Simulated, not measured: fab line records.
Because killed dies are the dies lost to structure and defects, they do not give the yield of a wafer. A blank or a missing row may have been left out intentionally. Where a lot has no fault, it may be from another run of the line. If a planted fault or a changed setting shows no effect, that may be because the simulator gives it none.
Chamber matching || flow n5 finfet || N5_BEOL_M2_DEP_57 on pecvd-02 has 3 sister chambers
The step deposits SiCN from 3MS/NH3, target thk 8 nm, time 14 s. 6 wafers are shown with their chamber, then 8 later ones without.

== WAFERS PAIRED WITH THEIR CHAMBERS ==
{"wafer": "L078.3", "chamber": 1, "showerhead plenum p Torr (Torr)": 3.676, "throttle valve pct (%)": 10.0}
{"wafer": "L083.5", "chamber": 0, "showerhead plenum p Torr (Torr)": 3.640, "throttle valve pct (%)": 9.5}
{"wafer": "L084.4", "chamber": 2, "showerhead plenum p Torr (Torr)": 3.657, "throttle valve pct (%)": 9.0}
{"wafer": "L084.5", "chamber": 0, "showerhead plenum p Torr (Torr)": 3.639, "throttle valve pct (%)": 9.6}
{"wafer": "L084.6", "chamber": 1, "showerhead plenum p Torr (Torr)": 3.675, "throttle valve pct (%)": 10.1}
{"wafer": "L085.2", "chamber": 2, "showerhead plenum p Torr (Torr)": 3.647, "throttle valve pct (%)": 8.9}

== WAFERS WHOSE CHAMBER IS MISSING ==
{"wafer": "L085.4", "showerhead plenum p Torr (Torr)": 3.683, "throttle valve pct (%)": 10.1}
{"wafer": "L085.5", "showerhead plenum p Torr (Torr)": 3.647, "throttle valve pct (%)": 9.9}
{"wafer": "L088.1", "showerhead plenum p Torr (Torr)": 3.657, "throttle valve pct (%)": 9.2}
{"wafer": "L088.4", "showerhead plenum p Torr (Torr)": 3.653, "throttle valve pct (%)": 9.1}
{"wafer": "L088.5", "showerhead plenum p Torr (Torr)": 3.649, "throttle valve pct (%)": 9.0}
{"wafer": "L092.1", "showerhead plenum p Torr (Torr)": 3.650, "throttle valve pct (%)": 9.6}
{"wafer": "L092.2", "showerhead plenum p Torr (Torr)": 3.643, "throttle valve pct (%)": 9.6}
{"wafer": "L092.3", "showerhead plenum p Torr (Torr)": 3.673, "throttle valve pct (%)": 9.9}

== CHAMBER TAKEN BY EACH ==
{"wafer": "L085.4", "from the rows above": 1, "in truth": 1}
{"wafer": "L085.5", "from the rows above": "can't be placed: 0 or 1", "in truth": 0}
{"wafer": "L088.1", "from the rows above": 2, "in truth": 2}
{"wafer": "L088.4", "from the rows above": 2, "in truth": 2}
{"wafer": "L088.5", "from the rows above": 2, "in truth": 2}
{"wafer": "L092.1", "from the rows above": 0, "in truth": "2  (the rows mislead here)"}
{"wafer": "L092.2", "from the rows above": 0, "in truth": 0}
{"wafer": "L092.3", "from the rows above": 1, "in truth": 1}
6 of 8 placed correctly. These rows do not allow placing 1 (true chamber among the candidates in 1). Number placed wrongly: 1.
How it was worked out, from the rows above alone: a wafer's distance from a chamber is the root of the sum, over the readings, of the square of ((its reading less the chamber's mean) divided by the reading's scatter). The wafer belongs to the nearest chamber; if the next one is less than 2 further off, it can't be placed. The mean given for a chamber averages the wafers shown for that chamber. The scatter: the root of (the sum of the squares of (reading less its chamber's mean) over the shown wafers, divided by (wafers less chambers)).
